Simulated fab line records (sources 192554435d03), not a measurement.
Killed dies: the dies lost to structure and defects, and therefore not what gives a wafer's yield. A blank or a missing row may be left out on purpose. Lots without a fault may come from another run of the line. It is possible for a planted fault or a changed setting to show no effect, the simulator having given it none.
Which of the tools did it? ; flow n5 finfet ; 24 lots, 72 wafers sampled, at 5 steps of a route of 1938

## WHAT THE GAUGES READ, wafer by wafer
N5_BEOL_M7_RS_MEAS_57: measures by four-point-probe. Usual: M7_RS gives 0.291 ohm/sq (standard deviation 0.0097).
lot;measured;on;M7_RS (ohm/sq);flag
L075;day 8 21:59;film metro-02;0.292 0.298 0.277;
L074;day 9 00:05;film metro-01;0.294 0.299 0.293;
L076;day 9 15:12;film metro-01;0.302 0.297 0.294;
L077;day 9 19:18;film metro-02;0.294 0.297 0.289;
L078;day 10 04:13;film metro-02;0.303 0.301 0.305;
L080;day 10 11:10;film metro-01;0.271 0.305 0.286;
L079;day 10 12:38;film metro-01;0.299 0.291 0.278;
L081;day 10 17:15;film metro-02;0.292 0.281 0.297;
L082;day 10 18:32;film metro-02;0.297 0.290 0.276;
L083;day 11 12:07;film metro-02;0.293 0.301 0.309;
L084;day 11 18:16;film metro-02;0.299 0.281 0.275;
L086;day 11 19:05;film metro-02;0.290 0.285 0.282;
L085;day 11 22:11;film metro-02;0.281 0.305 0.305;
L087;day 12 10:41;film metro-01;0.274 0.287 0.309;
L090;day 13 00:42;film metro-02;0.300 0.299 0.294;
L088;day 13 00:53;film metro-01;0.291 0.282 0.278;
L089;day 13 01:40;film metro-02;0.299 0.296 0.297;
L091;day 13 14:53;film metro-01;0.277 0.281 0.289;
L092;day 13 18:20;film metro-02;0.299 0.285 0.294;
L093;day 13 20:24;film metro-01;0.299 0.291 0.293;
L094;day 14 01:40;film metro-01;0.296 0.293 0.295;
L095;day 14 06:35;film metro-01;0.293 0.279 0.267;
L096;day 14 15:37;film metro-01;0.292 0.294 0.282;
L097;day 14 19:14;film metro-01;0.292 0.295 0.284;

N5_BEOL_M8_INSPECT_30: inspects for defects (brightfield). Usual: raw defect count 434, standard deviation 100.
lot;measured;on;raw defect count;flag
L075;day 9 02:38;defect inspect-02;653 438 411;
L074;day 9 02:40;defect inspect-02;331 317 392;
L076;day 9 18:44;defect inspect-02;419 521 570;
L077;day 10 01:32;defect inspect-01;403 491 580;
L078;day 10 07:08;defect inspect-02;375 405 309;
L080;day 10 15:58;defect inspect-01;443 387 425;
L079;day 10 16:01;defect inspect-01;546 535 402;
L081;day 10 23:20;defect inspect-02;290 371 337;
L082;day 10 23:05;defect inspect-02;452 458 348;
L083;day 11 15:55;defect inspect-02;511 429 433;
L084;day 11 22:53;defect inspect-02;382 366 294;
L086;day 11 22:55;defect inspect-02;374 353 389;
L085;day 12 04:31;defect inspect-02;297 434 358;
L087;day 12 13:43;defect inspect-01;440 504 505;
L090;day 13 03:13;defect inspect-02;367 427 337;
L088;day 13 03:17;defect inspect-02;431 496 643;
L089;day 13 05:47;defect inspect-01;446 910 439;
L091;day 13 18:28;defect inspect-01;304 556 401;
L092;day 13 22:33;defect inspect-01;435 450 454;
L093;day 14 01:50;defect inspect-02;381 325 335;
L094;day 14 08:25;defect inspect-01;389 415 533;
L095;day 14 12:02;defect inspect-02;450 384 346;
L096;day 14 20:39;defect inspect-01;378 376 315;
L097;day 14 22:50;defect inspect-01;371 608 576;

N5_BEOL_M9_INSPECT_13: inspects for defects (brightfield). Usual: raw defect count 438, standard deviation 86.
lot;measured;on;raw defect count;flag
L075;day 9 09:33;defect inspect-02;600 523 395;
L074;day 9 09:48;defect inspect-01;564 349 395;
L076;day 10 02:40;defect inspect-01;559 486 402;
L077;day 10 08:07;defect inspect-01;396 423 605;
L078;day 10 13:40;defect inspect-02;325 326 330;
L080;day 10 20:50;defect inspect-01;634 453 396;
L079;day 11 00:12;defect inspect-02;543 571 474;
L081;day 11 05:57;defect inspect-02;390 455 542;
L082;day 11 04:10;defect inspect-01;452 381 407;
L083;day 11 20:48;defect inspect-02;454 300 360;
L084;day 12 06:10;defect inspect-01;380 341 408;
L086;day 12 06:20;defect inspect-01;424 484 430;
L085;day 12 09:48;defect inspect-02;403 596 392;
L087;day 12 19:09;defect inspect-01;499 397 498;
L090;day 13 07:49;defect inspect-01;353 382 559;
L088;day 13 08:45;defect inspect-01;424 395 518;
L089;day 13 12:15;defect inspect-01;538 445 504;
L091;day 14 00:16;defect inspect-01;371 277 305;
L092;day 14 04:50;defect inspect-02;460 533 435;
L093;day 14 09:28;defect inspect-01;368 328 494;
L094;day 14 13:43;defect inspect-02;365 412 349;
L095;day 14 18:27;defect inspect-01;462 533 381;
L096;day 15 03:08;defect inspect-01;508 582 399;
L097;day 15 04:32;defect inspect-02;493 415 367;

## WHAT TOOL EACH LOT RAN ON (gives the tool, then ch and the chambers of the sampled wafers, and finally the start)
lot;N5_BEOL_M8_DEGAS_44;N5_BEOL_M8_PRE_CLEAN_45
L075;pvd sputter-01, day 9 03:38;pvd sputter-01, day 9 03:41
L074;pvd sputter-01, day 9 04:10;pvd sputter-01, day 9 04:12
L076;pvd sputter-01, day 9 20:59;pvd sputter-01, day 9 21:02
L077;pvd sputter-02, day 10 02:35;pvd sputter-02, day 10 02:37
L078;pvd sputter-01, day 10 08:22;pvd sputter-01, day 10 08:25
L080;pvd sputter-03, day 10 17:10;pvd sputter-03, day 10 17:13
L079;pvd sputter-02, day 10 19:50;pvd sputter-02, day 10 19:53
L081;pvd sputter-03, day 11 00:31;pvd sputter-03, day 11 00:34
L082;pvd sputter-01, day 11 00:04;pvd sputter-01, day 11 00:07
L083;pvd sputter-03, day 11 16:56;pvd sputter-03, day 11 16:58
L084;pvd sputter-02, day 11 23:52;pvd sputter-02, day 11 23:54
L086;pvd sputter-01, day 12 00:00;pvd sputter-01, day 12 00:02
L085;pvd sputter-01, day 12 05:49;pvd sputter-01, day 12 05:52
L087;pvd sputter-01, day 12 14:48;pvd sputter-01, day 12 14:50
L090;pvd sputter-02, day 13 04:20;pvd sputter-02, day 13 04:23
L088;pvd sputter-01, day 13 04:29;pvd sputter-01, day 13 04:32
L089;pvd sputter-03, day 13 07:11;pvd sputter-03, day 13 07:13
L091;pvd sputter-03, day 13 19:44;pvd sputter-03, day 13 19:47
L092;pvd sputter-01, day 13 23:52;pvd sputter-01, day 13 23:55
L093;pvd sputter-01, day 14 03:59;pvd sputter-01, day 14 04:02
L094;pvd sputter-03, day 14 09:41;pvd sputter-03, day 14 09:43
L095;pvd sputter-02, day 14 14:22;pvd sputter-02, day 14 14:25
L096;pvd sputter-01, day 14 22:07;pvd sputter-01, day 14 22:10
L097;pvd sputter-01, day 14 23:50;pvd sputter-01, day 15 01:07
- N5_BEOL_M8_DEGAS_44: time 60 s.
- N5_BEOL_M8_PRE_CLEAN_45: time 30 s.

## AS READ BY THE TOOLS THEMSELVES (means over the sampled wafers that have a number; for cases with no such wafer, the mark the record gives instead)
N5_BEOL_M8_DEGAS_44. Usual: heater power w 319 W, standard deviation 20.
lot;tool;heater power w (W);flag
L075;pvd sputter-01;317;
L074;pvd sputter-01;326;
L076;pvd sputter-01;319;
L077;pvd sputter-02;310;
L078;pvd sputter-01;324;
L080;pvd sputter-03;318;
L079;pvd sputter-02;289;
L081;pvd sputter-03;332;
L082;pvd sputter-01;325;
L083;pvd sputter-03;327;
L084;pvd sputter-02;321;
L086;pvd sputter-01;330;
L085;pvd sputter-01;327;
L087;pvd sputter-01;326;
L090;pvd sputter-02;297;
L088;pvd sputter-01;323;
L089;pvd sputter-03;349;
L091;pvd sputter-03;359;
L092;pvd sputter-01;318;
L093;pvd sputter-01;315;
L094;pvd sputter-03;348;
L095;pvd sputter-02;299;
L096;pvd sputter-01;313;
L097;pvd sputter-01;317;

N5_BEOL_M8_PRE_CLEAN_45. Usual: heater power w 320 W, standard deviation 21.
lot;tool;heater power w (W);flag
L075;pvd sputter-01;316;
L074;pvd sputter-01;326;
L076;pvd sputter-01;324;
L077;pvd sputter-02;312;
L078;pvd sputter-01;319;
L080;pvd sputter-03;322;
L079;pvd sputter-02;289;
L081;pvd sputter-03;332;
L082;pvd sputter-01;322;
L083;pvd sputter-03;326;
L084;pvd sputter-02;321;
L086;pvd sputter-01;326;
L085;pvd sputter-01;327;
L087;pvd sputter-01;330;
L090;pvd sputter-02;300;
L088;pvd sputter-01;327;
L089;pvd sputter-03;353;
L091;pvd sputter-03;363;
L092;pvd sputter-01;318;
L093;pvd sputter-01;320;
L094;pvd sputter-03;343;
L095;pvd sputter-02;301;
L096;pvd sputter-01;312;
L097;pvd sputter-01;318;

## THE ANSWER, worked out from the rows above alone
Rule: take the mean of a lot's wafers that have a number; if it is more than 3 standard deviations from the usual mean, the lot is off. Also off: a lot with no number at a reading for which 4 or more lots have one. Any other lot the step has rows for is counted as sound. The gauges are gone through in route order, then the tools' own readings, and for those a lot's mean is taken as printed above. At the first step where some lot is off, the reading lying furthest off is the one used; lots without a number count as furthest.
Nothing can be told from this: no lot is off at any reading shown.

## WHAT WAS PUT IN BY THE SIMULATOR
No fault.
